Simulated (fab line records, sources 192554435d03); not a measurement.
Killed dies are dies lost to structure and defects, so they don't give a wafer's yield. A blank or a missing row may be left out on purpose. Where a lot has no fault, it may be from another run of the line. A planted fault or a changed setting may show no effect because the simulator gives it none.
Struck lot and sound lot, side by side -- flow n5_finfet -- 36 steps out of a route of 1938
Sound: these wafers, L423.1, L423.2, L423.6. Wafers L439.2, L439.3, L439.5 were the ones struck. The cause comes at the end.
Order at every step that has rows: each side's tool, ch and its chambers, its first start. Under that, the readings that differ: sound wafers -- struck wafers -- difference of the means -- sigmas: that difference in standard deviations of wafers without a fault.
alike: readings with means less than 2 such deviations apart, plus words and numbers identical on both sides. not compared: withheld readings, readings lacking a value on some wafer, bounds such as >300 that could conceal the same value, and numbers that have no deviation in the record and whose values overlap.
Wherever a step has rows on one side only, a row that says differs or no value, or a row with sigmas, the two part there. When numbers do not overlap yet have no deviation, they are printed without sigmas and do not part them. A reading missing from all wafers of one side parts the sides only when that side holds two or more wafers.

first, 9 steps without rows for these wafers: N5_WELL_APT_HMDS_18 (time 60 s); N5_WELL_APT_COAT_19 (resist thk 950 nm); N5_WELL_APT_EBR_21; N5_WELL_APT_SOFTBAKE_20 (time 60 s); N5_WELL_APT_EXPOSE_22 (exposes mask PWELL, defocus 0 nm, target cd 200 nm); N5_WELL_APT_PEB_23 (peb time 90 s); N5_WELL_APT_DEVELOP_24 (develop time 45 s); N5_WELL_APT_HARDBAKE_29 (time 120 s); N5_WELL_APT_DESCUM_30 (chemistry O2, time 7.9 s).
N5_WELL_APT_IMPLANT_31:
  sound on implanter-01 ch 0, day 2 21:12; struck on implanter-01 ch 0, day 6 21:28
reading,sound,struck,difference,sigmas
beam_energy_keV,59.986 60.006 59.991,42.690 42.676 42.697,-17.307,-99 or more
model.implant.rp_nm (nm),192.6 192.6 192.6,140.2 140.2 140.2,-52.4,
model.implant.drp_nm (nm),64.53 64.53 64.53,53.24 53.24 53.24,-11.29,
then, 25 steps without rows for these wafers: N5_WELL_APT_IMPLANT_32; N5_WELL_APT_STRIP_33 (strips in SPM, time 900 s); N5_WELL_APT_RTA_34 (time 10 s); N5_WELL_APT_OXIDE_STRIP_42 (strips SiO2 in dHF, time 45 s, target depth 12 nm); N5_WELL_APT_PRECLEAN_36 (cleans in O3/DIW, time 45 s); N5_WELL_APT_PRECLEAN_39 (cleans in dHF, time 60 s); N5_WELL_APT_SRD_37 (time 30 s); N5_WELL_APT_EPI_41 (deposits Si from SiH4/H2, target thk 50 nm, time 297.7 s); N5_PMOS_HMC_CHANNEL_EPI_HM_DEP_34 (deposits SiO2 from TEOS/O2, target thk 36 nm, time 6.9 s); N5_PMOS_HMC_CHANNEL_EPI_COAT_31 (time 60 s, resist thk 66 nm); N5_PMOS_HMC_CHANNEL_EPI_COAT_03 (resist thk 205 nm); N5_PMOS_HMC_CHANNEL_EPI_EBR_05; N5_PMOS_HMC_CHANNEL_EPI_SOFTBAKE_04 (time 60 s); N5_PMOS_HMC_CHANNEL_EPI_EXPOSE_06 (exposes mask PMOS HMC BLK, target cd 240 nm); N5_PMOS_HMC_CHANNEL_EPI_PEB_07 (peb time 60 s); N5_PMOS_HMC_CHANNEL_EPI_DEVELOP_08 (develop time 30 s); N5_PMOS_HMC_CHANNEL_EPI_DESCUM_14 (chemistry O2, time 7.9 s); N5_PMOS_HMC_CHANNEL_EPI_ETCH_32 (etches BARC in N2/H2, stops on SiO2, target depth 85.8 nm, time 50.3 s); N5_PMOS_HMC_CHANNEL_EPI_HM_OPEN_15 (chemistry CHF3/O2, target SiO2, target depth 40.6 nm, time 20.3 s); N5_PMOS_HMC_CHANNEL_EPI_STRIP_33 (strips in N2/H2); N5_PMOS_HMC_CHANNEL_EPI_STRIP_17 (strips in SPM, time 750 s); N5_PMOS_HMC_CHANNEL_EPI_ETCH_38 (etches SiO2 in CF4, target depth 1.5 nm); N5_PMOS_HMC_CHANNEL_EPI_FIN_RECESS_16 (chemistry HBr/Cl2, target Si, target depth 54 nm, time 18 s); N5_PMOS_HMC_CHANNEL_EPI_PRECLEAN_36 (cleans in O3/DIW, time 45 s); N5_PMOS_HMC_CHANNEL_EPI_PRECLEAN_18 (cleans in DHF, time 30 s).
-- record jumps: 6 days separate the struck wafers' starts on either side; left off in module PMOS_HMC_CHANNEL_EPI, taken up again in module BEOL_M4, whose first shown step is the route's number 1111 --
N5_BEOL_M4_RC_MEAS_101:
  sound on prober-02 ch 0, day 9 02:13; struck on prober-02 ch 0, day 13 02:27
reading,sound,struck,difference,sigmas
RS_PWELL (ohm/sq),2984 2996 3003,3487 3494 3500,+499,+24
VT_N (mV),250 253 250,246 241 245,-7,-2
  alike: DIBL_N, DIBL_P, IOFF_N, IOFF_P, ION_N, ION_P, SS_N, SS_P, VT_P

## WHERE THEY PART
Earliest at N5_WELL_APT_IMPLANT_31; latest, in this record, at N5_BEOL_M4_RC_MEAS_101.

WHY: the cause the simulator had injected
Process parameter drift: implanter-01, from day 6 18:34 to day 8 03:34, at N5_WELL_APT_IMPLANT_31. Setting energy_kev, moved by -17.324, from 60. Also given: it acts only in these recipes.
